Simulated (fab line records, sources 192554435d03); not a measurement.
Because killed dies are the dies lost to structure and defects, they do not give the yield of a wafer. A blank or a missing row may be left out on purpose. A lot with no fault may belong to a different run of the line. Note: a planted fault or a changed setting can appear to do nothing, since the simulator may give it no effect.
fab line records + flow n5Finfet
record
- lots=5
- wafers=14
- lastDay=17
route steps=1938 shown BEOL_M0_SAQP@652 BEOL_M4@1111 PASSIVATION@1936
lots with no fault: from the same line, run without faults
startH: start of the lot's first displayed wafer, in hours after the record's first day + waitH: hours from the lot's prior step to this one + " same as the row above + L1.1+2: one row covering several wafers at once + - no value, or no start given + * or withheld: withheld + < > ~ a bound
route shown NAME@n: NAME is a module with steps in the file, n the number in the route of the first one + usual: mean and standard deviation over wafers with no fault + same: alike in all rows + chamber/n: place in a boat + sites: the reading at each site + _std_site: standard deviation of those values + _edge_site: the outer-site mean with the inner-site mean subtracted + radiusMm: for every site, how far away it sits from the centre of the wafer + mask NAME#n: copy n + behind: tool/chamber where the wafer was last shaped + hold: cause of the lot's hold/its duration in hours/its outcome + device: the transistor (n, p or np) that didn't switch + end of line: the route-end tests of the same wafers + step lacking rows: just its recipe + killed: dies lost to structure and defects at the first sort, not the wafer's yield + map: a wafer's dies, x killed, . not, _ none there
set.NAME: the setting as run; set.NAME@STEP: as run at that earlier step + model.NAME: the simulator's own value behind a step, which no gauge read
certain route steps with their lots: each step a table, each wafer a row
services: a tool's chamber out of use, with start hour (startH, from the record's first day; less than 0 if before it), hours out, and reason
## steps
# step N5_BEOL_M0_SAQP_DESCUM_19
# recipe
- chemistry=O2
- timeS=7.9
- sourcePowerW=50
- biasPowerW=20
- pressureMtorr=20
- rfFrequencyHz=2.712e+07
- tempC=40
- resist=CAR-ArF
- o2FlowSccm=225
# step N5_BEOL_M0_SAQP_ETCH_83
# recipe
- chemistry=CF4
- target=SiARC
- targetDepthA=390
- maskMaterial=CAR-ArF
- timeS=65
- ionEnergyEv=80
- pressureMtorr=40
- sourceW=545
- biasW=36
- Ar_flow_sccm=100
- cf4FlowSccm=100
- ends=cleared
# step N5_BEOL_M0_SAQP_ETCH_84
# recipe
- chemistry=N2/H2
- target=SOC
- targetDepthA=1000
- overetchA=200
- maskMaterial=SiARC
- tempC=40
- timeS=150
- ionEnergyEv=200
- pressureMtorr=30
- sourceW=840
- biasW=150
- n2FlowSccm=200
- h2FlowSccm=200
# step N5_BEOL_M0_SAQP_STRIP_80
# recipe
- chemistry=N2/H2
- tempC=40
- n2FlowSccm=200
- h2FlowSccm=200
- rfFrequencyHz=6e+07
# step N5_BEOL_M0_SAQP_HM_OPEN_112
# recipe
- chemistry=CHF3/O2
- target=SiO2
- stopOn=a-Si
- targetDepthA=120
- overEtchFrac=1.25
- maskMaterial=SOC
- timeS=13.5
- pressureMtorr=30
- sourceW=650
- biasW=170
- Ar_flow_sccm=200
- CHF3_flow_sccm=50
- O2_flow_sccm=5
- ionEnergyEv=200
- ends=endPoint
# step N5_BEOL_M0_SAQP_STRIP_113
# recipe
- chemistry=CHF3/O2
- resist=SiARC
- rfFrequencyHz=6e+07
# step N5_BEOL_M0_SAQP_MANDREL_ETCH_20
# recipe
- targetDepthA=600
- chemistry=HBr/Cl2
- target=a-Si
- stopOn=SiNx
- btTimeS=10
- maskMaterial=SOC
- overEtchFrac=0.5
- timeS=30
- pressureMtorr=10
- icpW=800
- biasW=75
- HBr_flow_sccm=150
- Cl2_flow_sccm=80
- ends=endPoint
# step N5_BEOL_M0_SAQP_STRIP_86
# recipe
- chemistry=N2/H2
- powerW=500
- tempC=40
- pressureMtorr=50
- rfFrequencyHz=6e+07
- overashFraction=0.3
- biasPowerW=28
- h2Frac=0.5
- n2FlowSccm=300
- h2FlowSccm=300
# step N5_BEOL_M0_SAQP_STRIP_115
# recipe
- chemistry=postEtchResidueRemover
- timeS=60
- tempC=25
- removerPh=withheld
- removerWaterWtPct=withheld
- removerFluorideWtPct=withheld
# step N5_BEOL_M0_SAQP_SRD_93
# recipe
- dry=ipaMarangoni
- timeS=30
- tempC=23
- rinseLiquid=diw
# step N5_BEOL_M0_SAQP_RECESS_114
# recipe
- chemistry=HF/NH3
- target=SiO2
- targetDepthA=144
- afsCycles=3
- tempC=30
- sublimationTempC=180
- sublimationTimeS=60
# usual
- afsCycles=3/0
- drypumpMotorCurrentA=5.8/0.3
- sublimationTempC=179.99/0.16
| lot.wafer | tool         | chamber | startH | waitH | afsCycles | drypumpMotorCurrentA | sublimationTempC | model.SiO2_of_BEOL_M0_SAQP_HM_DEP_111.thkNm | model.SiNx_of_BEOL_M0_SAQP_PECVD_97.thkNm |
|-----------|--------------|---------|--------|-------|-----------|----------------------|------------------|---------------------------------------------|-------------------------------------------|
| L684.1    | vaporEtch-01 | 0       | 144.60 | 0.0   | 3         | 6.2                  | 180.09           | 0                                           | 15.4                                      |
| L684.3    | "            | 1       | "      | "     | 3         | 5.7                  | 180.12           | 0                                           | 15.4                                      |
| L684.4    | "            | 0       | "      | "     | 3         | 6.2                  | 180.24           | 0                                           | 16                                        |
| L690.3    | vaporEtch-01 | 0       | 180.40 | 0.1   | -         | -                    | -                | 11.8                                        | 17.4                                      |
| L690.5    | "            | 1       | "      | "     | -         | -                    | -                | 11.8                                        | 18.2                                      |
| L690.6    | "            | 0       | "      | "     | -         | -                    | -                | 11.6                                        | 18                                        |
| L691.2    | vaporEtch-02 | 1       | 186.20 | 0.0   | -         | -                    | -                | 11.8                                        | 17.4                                      |
| L691.3    | "            | 0       | "      | "     | -         | -                    | -                | 11.8                                        | 18                                        |
| L691.4    | "            | 1       | "      | "     | -         | -                    | -                | 12                                          | 18.4                                      |
| L692.1    | vaporEtch-02 | 1       | 193.96 | 0.0   | -         | -                    | -                | 11.8                                        | 17.6                                      |
| L692.4    | "            | 1       | "      | "     | -         | -                    | -                | 11.6                                        | 17.6                                      |
| L692.6    | "            | 1       | "      | "     | -         | -                    | -                | 11.8                                        | 18                                        |
| L695.1    | vaporEtch-01 | 1       | 211.57 | 0.0   | 3         | 5.7                  | 179.92           | 0                                           | 16                                        |
| L695.5    | "            | 1       | "      | "     | 3         | 5.7                  | 179.74           | 0                                           | 16                                        |
# step N5_BEOL_M0_SAQP_SPACER1_ALD_98
# recipe
- material=SiO2
- targetThkA=128
- tempC=300
- aldPrecursorFamily=BDEAS
- aldCoReactant=O2-plasma
- pulseTimeS=1
- purgeTimeS=2
- coReactantPurgeTimeS=2
- aldCycles=138
- pressureTorr=2
# step N5_BEOL_M0_SAQP_SPACER1_ETCHBACK_99
# recipe
- chemistry=CHF3/O2
- mode=anisotropicEtchback
- target=SiO2
- targetDepthA=154
- timeS=7.7
- pressureMtorr=30
- sourceW=650
- biasW=170
- Ar_flow_sccm=200
- CHF3_flow_sccm=50
- O2_flow_sccm=5
- ionEnergyEv=200
# step N5_BEOL_M0_SAQP_MANDREL1_REMOVE_100
# recipe
- chemistry=HBr/Cl2/O2
- btTimeS=10
- target=a-Si
- stopOn=SiNx
- endpoint=OES-SiCl
- overEtchFrac=0.85
- icpW=600
- biasW=30
- HBr_flow_sccm=150
- Cl2_flow_sccm=80
- O2_flow_sccm=5
- pressureMtorr=10
# step N5_BEOL_M0_SAQP_ETCH_101
# recipe
- chemistry=CH3F/O2
- target=SiNx
- maskMaterial=SiO2
- targetDepthA=299
- timeS=42.7
- pressureMtorr=30
- sourceW=395
- biasW=73
- Ar_flow_sccm=150
- CH3F_flow_sccm=30
- O2_flow_sccm=20
- ionEnergyEv=120
# step N5_BEOL_M0_SAQP_ETCH_102
# recipe
- chemistry=CF4
- target=SiO2
- targetDepthA=40
- ionEnergyEv=350
- timeS=4.4
- pressureMtorr=10
- icpW=800
- biasW=400
- cf4FlowSccm=80
# step N5_BEOL_M0_SAQP_MANDREL_ETCH_103
# recipe
- chemistry=HBr/Cl2
- target=a-Si
- targetDepthA=450
- btTimeS=10
- stopOn=SiCN
- maskMaterial=SiO2
- overEtchFrac=0.8
- timeS=27
- pressureMtorr=10
- icpW=800
- biasW=75
- HBr_flow_sccm=150
- Cl2_flow_sccm=80
- ends=endPoint
# step N5_BEOL_M0_SAQP_RECESS_104
# recipe
- chemistry=HF/NH3
- target=SiO2
- targetDepthA=180
- afsCycles=3
- tempC=30
- sublimationTempC=180
- sublimationTimeS=60
# step N5_BEOL_M0_SAQP_COAT_105
# recipe
- resist=SOC
- tempC=250
- timeS=60
- spinRpm=1500
- resistThkNm=100
# step N5_BEOL_M0_SAQP_ETCH_106
# recipe
- chemistry=N2/H2
- target=SOC
- targetDepthA=1500
- stopOn=SiNx
- ionEnergyEv=100
- biasW=61
- pressureMtorr=30
- sourceW=850
- n2FlowSccm=200
- h2FlowSccm=200
# usual
- drypumpMotorCurrentA=5.6/0.46
- oesProductAu=0.75/0.066
- rfVppV=240.8/1.2
- showerheadPlenumPTorr=2.55/0.07
- throttleValvePct=17.84/0.28
| lot.wafer | tool       | chamber | startH | waitH | drypumpMotorCurrentA | oesProductAu | rfHoursCounterH | rfVppV | showerheadPlenumPTorr | throttleValvePct | model.SiNx_of_BEOL_M0_SAQP_PECVD_97.thkNm |
|-----------|------------|---------|--------|-------|----------------------|--------------|-----------------|--------|-----------------------|------------------|-------------------------------------------|
| L684.1    | rieDiel-02 | 0       | 147.01 | -     | 5.1                  | 0.70         | 184             | 241.8  | 2.62                  | 18.11            | 15                                        |
| L684.3    | "          | 3       | "      | "     | 5.6                  | 0.67         | 250             | 241.4  | 2.51                  | 18.17            | 15                                        |
| L684.4    | "          | 2       | "      | "     | 6.0                  | 0.76         | 145             | 240.3  | 2.55                  | 17.72            | 15.4                                      |
| L690.3    | rieDiel-05 | 3       | 182.07 | -     | 5.1                  | 0.68         | 242             | 239.5  | 2.49                  | 18.08            | 17                                        |
| L690.5    | "          | 1       | "      | "     | 5.6                  | 0.71         | -               | 242.5  | 2.63                  | 17.78            | 17.8                                      |
| L690.6    | "          | 0       | "      | "     | 5.3                  | 0.83         | -               | 240.0  | 2.45                  | 17.24            | 17.6                                      |
| L691.2    | rieDiel-05 | 2       | 188.26 | -     | 6.2                  | 0.83         | 62              | 241.1  | 2.60                  | 17.59            | 17                                        |
| L691.3    | "          | 0       | "      | "     | 5.3                  | 0.83         | 85              | 239.5  | 2.45                  | 17.24            | 17.6                                      |
| L691.4    | "          | 1       | "      | "     | 5.6                  | 0.71         | 214             | 240.4  | 2.62                  | 17.78            | 17.8                                      |
| L692.1    | rieDiel-05 | 1       | 195.79 | -     | 5.6                  | 0.72         | 217             | 239.8  | 2.62                  | 17.78            | 17.2                                      |
| L692.4    | "          | 3       | "      | "     | 5.1                  | 0.67         | 246             | 239.7  | 2.49                  | 18.09            | 17.2                                      |
| L692.6    | "          | 2       | "      | "     | 6.2                  | 0.83         | -               | 242.2  | 2.60                  | 17.57            | 17.6                                      |
| L695.1    | rieDiel-05 | 0       | 213.45 | -     | 5.3                  | 0.82         | 90              | 240.2  | 2.45                  | 17.26            | 15.6                                      |
| L695.5    | "          | 1       | "      | "     | 5.6                  | 0.71         | -               | 242.0  | 2.62                  | 17.79            | 15.6                                      |
# step N5_BEOL_M0_SAQP_ETCH_107
# recipe
- chemistry=CH3F/O2
- target=SiNx
- targetDepthA=300
- maskMaterial=SOC
- pressureMtorr=30
- sourceW=395
- biasW=73
- Ar_flow_sccm=150
- CH3F_flow_sccm=30
- O2_flow_sccm=20
- ionEnergyEv=120
# step N5_BEOL_M4_RC_MEAS_101
# usual
- DIBL_N=36.5/1.9
- DIBL_P=36.4/2.2
- IOFF_N=0.17/0.034
- IOFF_P=0.21/0.036
- ION_N=678/12
- ION_P=462/7.1
- SS_N=71.7/0.61
- SS_P=73.4/0.71
- VT_N=249/3.5
- VT_P=-251/3
| lot.wafer | tool      | chamber | startH | waitH | DIBL_N[mV/V] | DIBL_P[mV/V] | IOFF_N[nA/um] | IOFF_P[nA/um] | ION_N[uA/um] | ION_P[uA/um] | SS_N[mV/dec] | SS_P[mV/dec] | VT_N[mV] | VT_P[mV] |
|-----------|-----------|---------|--------|-------|--------------|--------------|---------------|---------------|--------------|--------------|--------------|--------------|----------|----------|
| L684.1    | prober-01 | 0       | 213.55 | 0.0   | 36.6         | 34.7         | 0.15          | 0.18          | 666          | 451          | 71.1         | 72.6         | 249      | -256     |
| L684.3    | "         | 0       | "      | "     | 37.3         | 36.4         | 0.16          | 0.19          | 679          | 453          | 71.2         | 74.4         | 251      | -253     |
| L684.4    | "         | 0       | "      | "     | 36.8         | 35.5         | 0.15          | 0.19          | 662          | 450          | 71.4         | 73.6         | 252      | -253     |
| L695.1    | prober-01 | 0       | 299.84 | 0.0   | 38.4         | 39.3         | 0.20          | 0.25          | 689          | 470          | 71.7         | 73.9         | 244      | -248     |
| L695.5    | "         | 0       | "      | "     | 36.3         | 37.2         | 0.17          | 0.21          | 699          | 473          | 71.5         | 72.8         | 248      | -250     |
# step N5_PASSIVATION_PROBE_49
# usual
- defectLimitedYield=91.0/1.5
- killed_at_M0_to_M3=35/11
- killed_at_M4_up=13/5
- killedAtContacts=12/5.9
- killedAtFrontEnd=42/13
- killedAtOther=3/3.2
- killedDies=106/18
- killedOnRim=14/4.2
- killedOpen=69/13
- killedShort=35/8.9
- sort_bin_5_function=5.2/0.95
- sort_bin_6_memory=3.3/0.71
- sortNPass=1074/18
- sortYieldPct=91.0/1.5
# same
- grossDies=1180
- killedAtBackSide=0
- sort_bin_4_leakage[%]=0
- sort_bin_8_speed[%]=0
| lot.wafer | tool      | chamber | startH | waitH | defectLimitedYield[%] | killed_at_M0_to_M3 | killed_at_M4_up | killedAtContacts | killedAtFrontEnd | killedAtOther | killedDies | killedOnRim | killedOpen | killedShort | sort_bin_5_function[%] | sort_bin_6_memory[%] | sortNPass | sortYieldPct[%] |
|-----------|-----------|---------|--------|-------|-----------------------|--------------------|-----------------|------------------|------------------|---------------|------------|-------------|------------|-------------|------------------------|----------------------|-----------|-----------------|
| L690.3    | prober-02 | -       | 377.21 | 0.2   | 0                     | 1097               | 16              | 13               | 48               | 6             | 1180       | 152         | 80         | 50          | 94.7                   | 4.6                  | 0         | 0               |
| L690.5    | prober-02 | -       | 377.31 | 0.3   | 0                     | 1096               | 13              | 14               | 50               | 7             | 1180       | 152         | 82         | 40          | 95.0                   | 4.7                  | 0         | 0               |
| L690.6    | prober-02 | -       | 377.36 | 0.4   | 0                     | 1108               | 8               | 9                | 49               | 6             | 1180       | 152         | 57         | 42          | 96.8                   | 2.5                  | 0         | 0               |
| L692.1    | prober-01 | -       | 392.04 | 0.0   | 0                     | 1116               | 17              | 16               | 29               | 2             | 1180       | 152         | 72         | 22          | 97.1                   | 2.7                  | 0         | 0               |
| L692.4    | prober-01 | -       | 392.19 | 0.2   | 0                     | 1118               | 11              | 7                | 40               | 4             | 1180       | 152         | 58         | 24          | 97.2                   | 2.6                  | 0         | 0               |
| L692.6    | prober-01 | -       | 392.29 | 0.3   | 0                     | 1104               | 12              | 13               | 39               | 12            | 1180       | 152         | 59         | 41          | 95.9                   | 3.3                  | 0         | 0               |
| L691.2    | prober-01 | -       | 409.06 | 0.1   | 0                     | 1119               | 9               | 7                | 44               | 1             | 1180       | 152         | 59         | 30          | 96.7                   | 3.0                  | 0         | 0               |
| L691.3    | prober-01 | -       | 409.11 | 0.1   | 0                     | 1096               | 10              | 15               | 59               | 0             | 1180       | 152         | 79         | 28          | 96.2                   | 3.6                  | 0         | 0               |
| L691.4    | prober-01 | -       | 409.16 | 0.2   | 0                     | 1101               | 18              | 13               | 46               | 2             | 1180       | 152         | 73         | 33          | 96.1                   | 3.6                  | 0         | 0               |
# killed by level:class
L690.3 BEOL_M0_SAQP:areaRecess=1050 BEOL_M2:geometricParticle:open=16 FIN_SAQP:geometricParticle:open=8 MOL_CONTACT_COAG:geometricParticle:open=8 BEOL_M0_SAQP:geometricParticle:open=8 FIN_SAQP:geometricParticle:short=7 GATE_CUT:geometricParticle:open=7 GATE_CUT:geometricParticle:short=7
L690.5 BEOL_M0_SAQP:areaRecess=1057 STI_FIN_REVEAL:geometricParticle:open=15 MOL_CONTACT_COAG:geometricParticle:open=12 BEOL_M3:geometricParticle:open=11 FIN_SAQP:geometricParticle:short=9 BEOL_M2:geometricParticle:open=9 BEOL_M0_SAQP:geometricParticle:short=7 BEOL_M1:geometricParticle:open=6
L690.6 BEOL_M0_SAQP:areaRecess=1081 FIN_SAQP:geometricParticle:short=9 STI_FIN_REVEAL:geometricParticle:open=8 MOL_CONTACT_COAG:geometricParticle:open=8 BEOL_M0_SAQP:geometricParticle:short=7 GATE_CUT:geometricParticle:short=6 BEOL_M2:geometricParticle:open=6 GATE_CUT:geometricParticle:open=5
L692.1 BEOL_M0_SAQP:areaRecess=1086 MOL_CONTACT_COAG:geometricParticle:open=13 FIN_SAQP:geometricParticle:open=11 BEOL_M1:geometricParticle:open=10 BEOL_M3:geometricParticle:open=8 STI_FIN_REVEAL:geometricParticle:open=7 BEOL_M4:geometricParticle:open=7 BEOL_M0_SAQP:geometricParticle:short=5
L692.4 BEOL_M0_SAQP:areaRecess=1098 FIN_SAQP:geometricParticle:open=11 BEOL_M4:geometricParticle:open=7 DUMMY_GATE:geometricParticle:open=6 GATE_CUT:geometricParticle:short=5 BEOL_M1:geometricParticle:open=5 STI_FIN_REVEAL:geometricParticle:open=4 MOL_CONTACT_COAG:geometricParticle:open=4
L692.6 BEOL_M0_SAQP:areaRecess=1078 STI_FIN_REVEAL:geometricParticle:open=10 MOL_CONTACT_COAG:geometricParticle:open=9 GATE_CUT:geometricParticle:short=6 BEOL_M0_SAQP:geometricParticle:open=6 MIM_TOP_ETCH:geometricParticle:short=5 MIM_TOP_ETCH:geometricParticle:open=5 MOL_CONTACT_COAG:geometricParticle:short=4
L691.2 BEOL_M0_SAQP:areaRecess=1089 STI_FIN_REVEAL:geometricParticle:open=7 FIN_SAQP:geometricParticle:open=6 FIN_SAQP:geometricParticle:short=6 BEOL_M3:geometricParticle:open=6 MOL_CONTACT_COAG:geometricParticle:open=6 BEOL_M0_SAQP:geometricParticle:open=5 BEOL_M0:geometricParticle:open=5
L691.3 BEOL_M0_SAQP:areaRecess=1072 FIN_SAQP:geometricParticle:open=18 MOL_CONTACT_COAG:geometricParticle:open=13 FIN_SAQP:geometricParticle:short=9 STI_FIN_REVEAL:geometricParticle:open=7 BEOL_M2:geometricParticle:open=6 DUMMY_GATE:geometricParticle:open=5 BEOL_M0_SAQP:geometricParticle:open=5
L691.4 BEOL_M0_SAQP:areaRecess=1069 FIN_SAQP:geometricParticle:open=23 MOL_CONTACT_COAG:geometricParticle:open=10 FIN_SAQP:geometricParticle:short=8 BEOL_M4:geometricParticle:open=8 BEOL_M2:geometricParticle:open=7 BEOL_M0:geometricParticle:open=5 BEOL_M2:geometricParticle:short=5
# map L690.3 (x killed, . not)
_________________xxxxxxxxxxxx________________
______________xxxxxxxxxxxxxxxxxx_____________
___________xxxxxxxxxxxxxxxxxxxxxxxx__________
__________xxxxxxxxxxxxxxxxxxxxxxxxxx_________
________xxxxxxxxxxxxxxxxxxxxxxxxxxxxxx_______
_______xxxxxxxxxxxxxxxxxxxxxxxxxxxxxxxx______
______xxxxxxxxxxxxxxxxxxxxxxxxxxxxxxxxxx_____
_____xxxxxxxxxxxxxxxxxxxxxxxxxxxxxxxxxxxx____
____xxxxxxxxxxxxxxxxxxxxxxxxxxxxxxxxxxxxxx___
___xxxxxxxxxxxxxxxxxxxxxxxxxxxxxxxxxxxxxxxx__
___xxxxxxxxxxxxxxxxxxxxxxxxxxxxxxxxxxxxxxxx__
__xxxxxxxxxxxxxxxxxxxxxxxxxxxxxxxxxxxxxxxxxx_
__xxxxxxxxxxxxxxxxxxxxxxxxxxxxxxxxxxxxxxxxxx_
_xxxxxxxxxxxxxxxxxxxxxxxxxxxxxxxxxxxxxxxxxxxx
_xxxxxxxxxxxxxxxxxxxxxxxxxxxxxxxxxxxxxxxxxxxx
_xxxxxxxxxxxxxxxxxxxxxxxxxxxxxxxxxxxxxxxxxxxx
_xxxxxxxxxxxxxxxxxxxxxxxxxxxxxxxxxxxxxxxxxxxx
_xxxxxxxxxxxxxxxxxxxxxxxxxxxxxxxxxxxxxxxxxxxx
_xxxxxxxxxxxxxxxxxxxxxxxxxxxxxxxxxxxxxxxxxxxx
_xxxxxxxxxxxxxxxxxxxxxxxxxxxxxxxxxxxxxxxxxxxx
_xxxxxxxxxxxxxxxxxxxxxxxxxxxxxxxxxxxxxxxxxxxx
__xxxxxxxxxxxxxxxxxxxxxxxxxxxxxxxxxxxxxxxxxx_
__xxxxxxxxxxxxxxxxxxxxxxxxxxxxxxxxxxxxxxxxxx_
___xxxxxxxxxxxxxxxxxxxxxxxxxxxxxxxxxxxxxxxx__
___xxxxxxxxxxxxxxxxxxxxxxxxxxxxxxxxxxxxxxxx__
____xxxxxxxxxxxxxxxxxxxxxxxxxxxxxxxxxxxxxx___
_____xxxxxxxxxxxxxxxxxxxxxxxxxxxxxxxxxxxx____
______xxxxxxxxxxxxxxxxxxxxxxxxxxxxxxxxxx_____
_______xxxxxxxxxxxxxxxxxxxxxxxxxxxxxxxx______
________xxxxxxxxxxxxxxxxxxxxxxxxxxxxxx_______
__________xxxxxxxxxxxxxxxxxxxxxxxxxx_________
___________xxxxxxxxxxxxxxxxxxxxxxxx__________
______________xxxxxxxxxxxxxxxxxx_____________
_________________xxxxxxxxxxxx________________
# map L691.2 (x killed, . not)
_________________xxxxxxxxxxxx________________
______________xxxxxxxxxxxxxxxxxx_____________
___________xxxxxxxxxxxxxxxxxxxxxxxx__________
__________xxxxxxxxxxxxxxxxxxxxxxxxxx_________
________xxxxxxxxxxxxxxxxxxxxxxxxxxxxxx_______
_______xxxxxxxxxxxxxxxxxxxxxxxxxxxxxxxx______
______xxxxxxxxxxxxxxxxxxxxxxxxxxxxxxxxxx_____
_____xxxxxxxxxxxxxxxxxxxxxxxxxxxxxxxxxxxx____
____xxxxxxxxxxxxxxxxxxxxxxxxxxxxxxxxxxxxxx___
___xxxxxxxxxxxxxxxxxxxxxxxxxxxxxxxxxxxxxxxx__
___xxxxxxxxxxxxxxxxxxxxxxxxxxxxxxxxxxxxxxxx__
__xxxxxxxxxxxxxxxxxxxxxxxxxxxxxxxxxxxxxxxxxx_
__xxxxxxxxxxxxxxxxxxxxxxxxxxxxxxxxxxxxxxxxxx_
_xxxxxxxxxxxxxxxxxxxxxxxxxxxxxxxxxxxxxxxxxxxx
_xxxxxxxxxxxxxxxxxxxxxxxxxxxxxxxxxxxxxxxxxxxx
_xxxxxxxxxxxxxxxxxxxxxxxxxxxxxxxxxxxxxxxxxxxx
_xxxxxxxxxxxxxxxxxxxxxxxxxxxxxxxxxxxxxxxxxxxx
_xxxxxxxxxxxxxxxxxxxxxxxxxxxxxxxxxxxxxxxxxxxx
_xxxxxxxxxxxxxxxxxxxxxxxxxxxxxxxxxxxxxxxxxxxx
_xxxxxxxxxxxxxxxxxxxxxxxxxxxxxxxxxxxxxxxxxxxx
_xxxxxxxxxxxxxxxxxxxxxxxxxxxxxxxxxxxxxxxxxxxx
__xxxxxxxxxxxxxxxxxxxxxxxxxxxxxxxxxxxxxxxxxx_
__xxxxxxxxxxxxxxxxxxxxxxxxxxxxxxxxxxxxxxxxxx_
___xxxxxxxxxxxxxxxxxxxxxxxxxxxxxxxxxxxxxxxx__
___xxxxxxxxxxxxxxxxxxxxxxxxxxxxxxxxxxxxxxxx__
____xxxxxxxxxxxxxxxxxxxxxxxxxxxxxxxxxxxxxx___
_____xxxxxxxxxxxxxxxxxxxxxxxxxxxxxxxxxxxx____
______xxxxxxxxxxxxxxxxxxxxxxxxxxxxxxxxxx_____
_______xxxxxxxxxxxxxxxxxxxxxxxxxxxxxxxx______
________xxxxxxxxxxxxxxxxxxxxxxxxxxxxxx_______
__________xxxxxxxxxxxxxxxxxxxxxxxxxx_________
___________xxxxxxxxxxxxxxxxxxxxxxxx__________
______________xxxxxxxxxxxxxxxxxx_____________
_________________xxxxxxxxxxxx________________
## services
| tool         | chamber | startH | hours | kind                        |
|--------------|---------|--------|-------|-----------------------------|
| rieDiel-02   | -       | 134.86 | 0.7   | repair                      |
| rieDiel-02   | 3       | 147.66 | -     | clean                       |
| rieDiel-02   | 3       | 147.66 | -     | consumableReplace:focusRing |
| rieDiel-02   | 3       | 147.66 | 33.6  | scheduledDown               |
| rieDiel-02   | 3       | 147.66 | 33.6  | ventCycle                   |
| vaporEtch-01 | 1       | 190.54 | 18.7  | repair                      |
| rieDiel-02   | 3       | 205.74 | 6.4   | repair                      |
| rieDiel-02   | 0       | 207.35 | 34.2  | repair                      |
## key
firstSign
- step=N5_BEOL_M0_SAQP_RECESS_114
- reading=toolRecord
- direction=missing
effect
- step=N5_PASSIVATION_PROBE_49
- reading=killed_at_M0_to_M3
- direction=up
- sigmas=98
- usual=35
- struck=1106
modelEffect
- step=N5_BEOL_M0_SAQP_RECESS_114
- value=SiO2_of_BEOL_M0_SAQP_HM_DEP_111.thkNm
- without=0
- struck=11.78
modelEffect
- step=N5_BEOL_M0_SAQP_ETCH_106
- value=SiNx_of_BEOL_M0_SAQP_PECVD_97.thkNm
- without=15.29
- struck=17.42
moreKillsBornAt
- N5_BEOL_M0_SAQP_RECESS_114@vaporEtch-02=6492
- N5_BEOL_M0_SAQP_RECESS_114@vaporEtch-01=3188
metAt N5_BEOL_M0_SAQP_RECESS_114
struckWafers L690.3,L690.5,L690.6,L691.2,L691.3,L691.4,L692.1,L692.4,L692.6
laterRowsLeftOut L690.3,L690.5,L690.6,L691.2,L691.3,L691.4,L692.1,L692.4,L692.6
onsetBetween 144.60 180.40
fault
- kind=skippedStepWhole
- tool=vaporEtch-01,vaporEtch-02
- chamber=-
- onsetH=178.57
- steps=N5_BEOL_M0_SAQP_RECESS_114
- scope=struckLotsOnly
# laterRowsLeftOut: the simulator's readings of these wafers behind a module that went badly wrong aren't trusted and aren't shown, but for the sort
